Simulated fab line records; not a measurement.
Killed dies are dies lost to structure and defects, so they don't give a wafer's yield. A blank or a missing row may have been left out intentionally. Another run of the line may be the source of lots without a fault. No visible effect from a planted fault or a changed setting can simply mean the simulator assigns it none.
Which of the tools did it? ; flow nand_harc ; Sampling: 15 lots, 45 wafers, 4 of 1159 route steps

WHAT THE GAUGES SHOWED, per wafer
The record holds no reading of a measuring or inspecting step that can be judged against a usual standard deviation.

TOOL THAT RAN EACH LOT (tool first, then ch and the chambers of the sampled wafers, then the start)
lot;NHARC_P_M2_STRIP_18;NHARC_P_M2_CMP_23;NHARC_P_BONDPAD_EXPOSE_06;NHARC_P_BONDPAD_ETCH_37
L269;rie_diel-01 ch 2,3, day 6 10:43;cmp-04 ch 1,2,3, day 6 12:30;krf_scanner-03 ch 0, day 6 14:25;rie_diel-10 ch 1,2,3, day 6 14:52
L268;rie_diel-01 ch 0,1, day 6 15:21;cmp-03 ch 1,3, day 6 17:09;krf_scanner-04 ch 0, day 6 19:15;rie_diel-10 ch 2,3, day 6 19:43
L271;rie_diel-13 ch 0,3, day 7 04:39;cmp-01 ch 1,2, day 7 06:24;krf_scanner-04 ch 0, day 7 08:23;rie_diel-10 ch 0,2, day 7 08:51
L270;rie_diel-01 ch 1,3, day 7 06:32;cmp-03 ch 0,3, day 7 08:25;krf_scanner-03 ch 0, day 7 10:36;rie_diel-10 ch 0,2, day 7 11:31
L272;rie_diel-01 ch 0,1,3, day 7 14:37;cmp-03 ch 0,1,2, day 7 16:21;krf_scanner-04 ch 0, day 7 18:25;rie_diel-10 ch 0,1,2, day 7 18:51
L273;rie_diel-13 ch 0,1,2, day 7 15:22;cmp-01 ch 0,3, day 7 17:02;krf_scanner-03 ch 0, day 7 19:10;rie_diel-10 ch 1,2,3, day 7 19:37
L282;rie_diel-13 ch 1,2, day 10 04:43;cmp-04 ch 1,2,3, day 10 06:37;krf_scanner-01, day 10 08:46;rie_diel-04 ch 0,1,3, day 10 09:14
L283;rie_diel-01 ch 1,2,3, day 10 06:50;cmp-04 ch 0,1, day 10 08:31;krf_scanner-01, day 10 10:38;rie_diel-10 ch 0,1,2, day 10 11:05
L284;rie_diel-13 ch 0,2,3, day 10 13:17;cmp-01 ch 1,2,3, day 10 15:04;krf_scanner-04, day 10 17:16;rie_diel-10 ch 2,3, day 10 17:44
L285;rie_diel-01 ch 0,2,3, day 10 19:54;cmp-04 ch 0,2, day 10 21:43;krf_scanner-01 ch 0, day 10 23:49;rie_diel-11 ch 0,1,2, day 11 00:16
L286;rie_diel-01 ch 0,3, day 11 04:13;cmp-04 ch 2,3, day 11 06:33;krf_scanner-03 ch 0, day 11 08:46;rie_diel-10 ch 0,1,2, day 11 09:13
L287;rie_diel-01 ch 0,3, day 11 05:22;cmp-03 ch 0,2,3, day 11 07:15;krf_scanner-01 ch 0, day 11 09:25;rie_diel-10 ch 2,3, day 11 09:51
L288;rie_diel-01 ch 1,2, day 11 11:08;cmp-03 ch 0,1,3, day 11 13:07;krf_scanner-03 ch 0, day 11 15:17;rie_diel-10 ch 0,1,3, day 11 15:44
L290;rie_diel-01 ch 0,1,2, day 11 15:13;cmp-01 ch 0,2,3, day 11 17:02;krf_scanner-04 ch 0, day 11 19:10;rie_diel-10 ch 0,2,3, day 11 19:37
L289;rie_diel-01 ch 1,2, day 11 15:55;cmp-04 ch 0,1, day 11 17:38;krf_scanner-04 ch 0, day 11 19:40;rie_diel-04 ch 0,1,2, day 11 20:07
- NHARC_P_M2_STRIP_18: strips in N2/H2.
- NHARC_P_M2_CMP_23: polishes, t overpolish 20 s, target thk 144.3 nm.
- NHARC_P_BONDPAD_EXPOSE_06: exposes mask P BPAD.
- NHARC_P_BONDPAD_ETCH_37: etches the open film in N2/H2, target depth 60 nm, overetch 18 nm, time 65.91 s.

WHAT THE TOOLS THEMSELVES READ (means of the sampled wafers that have a number; where no wafer has one, the mark that the record gives instead)
NHARC_P_M2_STRIP_18.
lot;tool;drypump_motor_current_A (A);oes_product_au (a.u.);rf_vpp_V (V);showerhead_plenum_p_Torr (Torr);throttle_valve_pct (%)
L269;rie_diel-01;5.8;0.999;90.5;2.07;14.167
L268;rie_diel-01;5.9;0.990;90.4;1.92;14.173
L271;rie_diel-13;5.2;1.007;90.5;2.03;14.168
L270;rie_diel-01;6.0;0.990;90.4;2.00;14.178
L272;rie_diel-01;5.7;0.987;91.4;2.00;14.171
L273;rie_diel-13;5.9;1.002;90.7;2.07;14.171
L282;rie_diel-13;6.1;0.992;90.5;2.08;14.177
L283;rie_diel-01;6.0;0.991;89.8;1.99;14.166
L284;rie_diel-13;5.6;1.009;91.8;2.05;14.164
L285;rie_diel-01;5.7;0.990;90.4;1.99;14.168
L286;rie_diel-01;5.5;0.988;90.8;2.08;14.170
L287;rie_diel-01;5.4;0.995;90.6;2.00;14.175
L288;rie_diel-01;6.2;0.997;90.8;1.91;14.160
L290;rie_diel-01;5.9;0.999;90.4;1.91;14.163
L289;rie_diel-01;6.2;0.991;90.6;1.90;14.168

NHARC_P_M2_CMP_23.
lot;tool;motor_current_A (A);time_to_endpoint_s (s)
L269;cmp-04;11.5;27.9
L268;cmp-03;13.0;28.9
L271;cmp-01;12.2;28.7
L270;cmp-03;12.0;29.6
L272;cmp-03;12.0;28.1
L273;cmp-01;13.0;25.9
L282;cmp-04;11.2;25.4
L283;cmp-04;11.3;28.5
L284;cmp-01;12.3;28.3
L285;cmp-04;11.3;28.1
L286;cmp-04;12.0;26.7
L287;cmp-03;11.0;27.7
L288;cmp-03;12.4;27.3
L290;cmp-01;12.3;28.6
L289;cmp-04;11.1;29.6

NHARC_P_BONDPAD_EXPOSE_06.
lot;tool;exposure_dose_mJ_cm2;focus_offset_nm (nm)
L269;krf_scanner-03;37.07;-0.2
L268;krf_scanner-04;37.10;0.5
L271;krf_scanner-04;37.10;0.9
L270;krf_scanner-03;37.06;0.1
L272;krf_scanner-04;37.05;0.2
L273;krf_scanner-03;37.06;0.2
L282;krf_scanner-01;-;-
L283;krf_scanner-01;-;-
L284;krf_scanner-04;-;-
L285;krf_scanner-01;37.07;0.4
L286;krf_scanner-03;37.07;-0.1
L287;krf_scanner-01;37.11;0.2
L288;krf_scanner-03;37.03;0.6
L290;krf_scanner-04;37.05;0.6
L289;krf_scanner-04;37.02;1.0

NHARC_P_BONDPAD_ETCH_37.
lot;tool;drypump_motor_current_A (A);oes_product_au (a.u.);rf_vpp_V (V);showerhead_plenum_p_Torr (Torr);throttle_valve_pct (%)
L269;rie_diel-10;5.62;0.998;432.4;2.12;14.187
L268;rie_diel-10;5.66;1.000;432.8;2.12;14.166
L271;rie_diel-10;5.60;1.003;431.2;2.07;14.168
L270;rie_diel-10;5.60;1.003;431.6;2.07;14.170
L272;rie_diel-10;5.55;1.004;430.8;2.07;14.166
L273;rie_diel-10;5.61;1.004;432.2;2.11;14.173
L282;rie_diel-04;5.66;1.011;432.2;2.10;14.181
L283;rie_diel-10;5.54;1.001;431.1;2.07;14.171
L284;rie_diel-10;5.76;0.997;433.5;2.16;14.177
L285;rie_diel-11;5.78;0.999;429.9;2.03;14.166
L286;rie_diel-10;5.55;0.998;431.1;2.07;14.168
L287;rie_diel-10;5.77;0.999;434.3;2.16;14.176
L288;rie_diel-10;5.64;0.995;432.3;2.11;14.180
L290;rie_diel-10;5.70;0.999;432.1;2.11;14.171
L289;rie_diel-04;5.51;1.003;433.1;2.13;14.176

THE ANSWER, worked out from the rows above alone
Rule: what is usual is taken from the lots themselves. The widest of any qualifying gaps counts: lots, ordered by their means at a reading, are off when they make up no more than a third of the lots, leave a main group of 4 or more, and stand apart from it by 3 or more times the standard deviation of that group's means. A main group whose means are all the same, to the digits that the tables above print for the reading, isn't used. A lot without any number at a reading at which 4 lots or more have one is off too. Where the step has rows for the other lots, those lots are counted as sound. After the gauges, taken in route order, come the tools' own readings; for these a lot's mean is taken, as printed above. At the first step where some lot is off, the reading lying furthest off is the one used; lots without a number count as furthest.
Off at NHARC_P_BONDPAD_EXPOSE_06 (exposure_dose_mJ_cm2): L282, L283, L284. Without a number there: L282, L283, L284. Main group: mean 37.07, sd 0.026.
A tool fits if, at that step or a process step before it, it ran every lot that is off, and no sound lot after the first of them. Not one of the candidates tried fits.

WHAT HAD BEEN PUT IN BY THE SIMULATOR
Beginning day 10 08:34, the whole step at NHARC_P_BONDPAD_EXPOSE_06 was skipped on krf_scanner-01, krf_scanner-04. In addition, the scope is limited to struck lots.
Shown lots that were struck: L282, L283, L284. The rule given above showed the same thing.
